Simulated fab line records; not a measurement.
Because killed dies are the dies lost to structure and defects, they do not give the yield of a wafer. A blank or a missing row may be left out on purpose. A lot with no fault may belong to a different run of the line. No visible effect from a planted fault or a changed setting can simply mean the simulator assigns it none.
Which of the tools did it? + flow nand harc + 10 lots, 30 wafers sampled, at 3 steps of a route of 1159

WHAT EACH GAUGE READ, for each wafer
NHARC_A_BLC_CD_MEAS_10 targets a cd of 100 nm.
| lot  | measured     | on        | cd nm (nm)        |
|------|--------------|-----------|-------------------|
| L345 | day 17 23:25 | cd sem-01 | 100.0 100.3 100.3 |
| L349 | day 19 01:05 | cd sem-02 | 101.0 100.6 101.3 |
| L352 | day 19 12:41 | cd sem-03 | 100.1 100.0 100.6 |
| L348 | day 19 19:00 | cd sem-01 | 100.1 100.1 100.3 |
| L356 | day 20 06:19 | cd sem-02 | 99.6 99.9 100.0   |
| L359 | day 21 03:16 | cd sem-03 | 100.7 100.8 100.3 |
| L360 | day 21 14:58 | cd sem-03 | 100.3 99.7 99.9   |
| L362 | day 21 17:08 | cd sem-02 | 89.8 89.9 89.4    |
| L363 | day 21 20:14 | cd sem-03 | 100.8 99.8 100.3  |
| L365 | day 22 12:45 | cd sem-03 | 90.4 89.7 89.6    |

EACH LOT AND THE TOOL THAT RAN IT (in order: tool; ch and the chambers of the sampled wafers; start)
| lot  | NHARC_A_CONTACT_STRIP_26                      | NHARC_A_BLC_PEB_08                |
|------|-----------------------------------------------|-----------------------------------|
| L345 | rie diel-11 ch 1,3, day 17 23:19 or earlier   | litho track-01 ch 0, day 17 23:19 |
| L349 | rie diel-11 ch 2,3, day 19 01:00 or earlier   | litho track-01 ch 0, day 19 01:00 |
| L352 | rie diel-11 ch 1,2,3, day 19 12:37 or earlier | litho track-06 ch 0, day 19 12:37 |
| L348 | rie diel-08 ch 0,1,3, day 19 18:55 or earlier | litho track-01 ch 0, day 19 18:55 |
| L356 | rie diel-11 ch 0,2,3, day 20 06:14 or earlier | litho track-06 ch 0, day 20 06:14 |
| L359 | rie diel-11 ch 0,1, day 21 03:11 or earlier   | litho track-01 ch 0, day 21 03:11 |
| L360 | rie diel-13 ch 0,3, day 21 14:53 or earlier   | litho track-01 ch 0, day 21 14:53 |
| L362 | rie diel-08 ch 0,1,3, day 21 17:04 or earlier | litho track-01 ch 0, day 21 17:04 |
| L363 | rie diel-08 ch 0,3, day 21 20:09 or earlier   | litho track-04 ch 0, day 21 20:09 |
| L365 | rie diel-08 ch 0,1,2, day 22 12:40 or earlier | litho track-01 ch 0, day 22 12:40 |
- NHARC_A_CONTACT_STRIP_26: strips in O2.
- NHARC_A_BLC_PEB_08: peb time 65 s.

THE ANSWER, worked out from the rows above alone
Rule: the lots themselves supply what counts as usual. The widest of any qualifying gaps counts: lots, ordered by their means at a reading, are off when they make up no more than a third of the lots, leave a main group of 4 or more, and stand apart from it by 3 or more times the standard deviation of that group's means. Not used: any main group whose means are identical at the precision the tables above print for the reading. Also off: a lot with no number at a reading for which 4 or more lots have one. All remaining lots with rows at the step are treated as sound.
Off at NHARC_A_BLC_CD_MEAS_10 (cd nm): L362, L365. Main group: mean 100.3 nm, sd 0.33.
If a tool, at a process step before that reading, ran all the lots that are off and no sound lot after the first of them, it fits. Gauges at NHARC_A_BLC_CD_MEAS_10: tried the same way as those tools. NHARC_A_CONTACT_STRIP_26 gives no start for some lots, so the hours and the order of its lots are those of NHARC_A_BLC_PEB_08. One candidate fits, namely litho track-01 at NHARC_A_BLC_PEB_08. Its last sound lot is L360 (day 21 14:53), its first lot that is off L362 (day 21 17:04): a fault that began between those two fits.

WHAT HAD BEEN PUT IN BY THE SIMULATOR
Drift in process parameters on litho track-01 at NHARC_A_BLC_PEB_08, starting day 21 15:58. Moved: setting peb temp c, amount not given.
Struck lots among those shown: L362, L365. Same finding as the rule above.
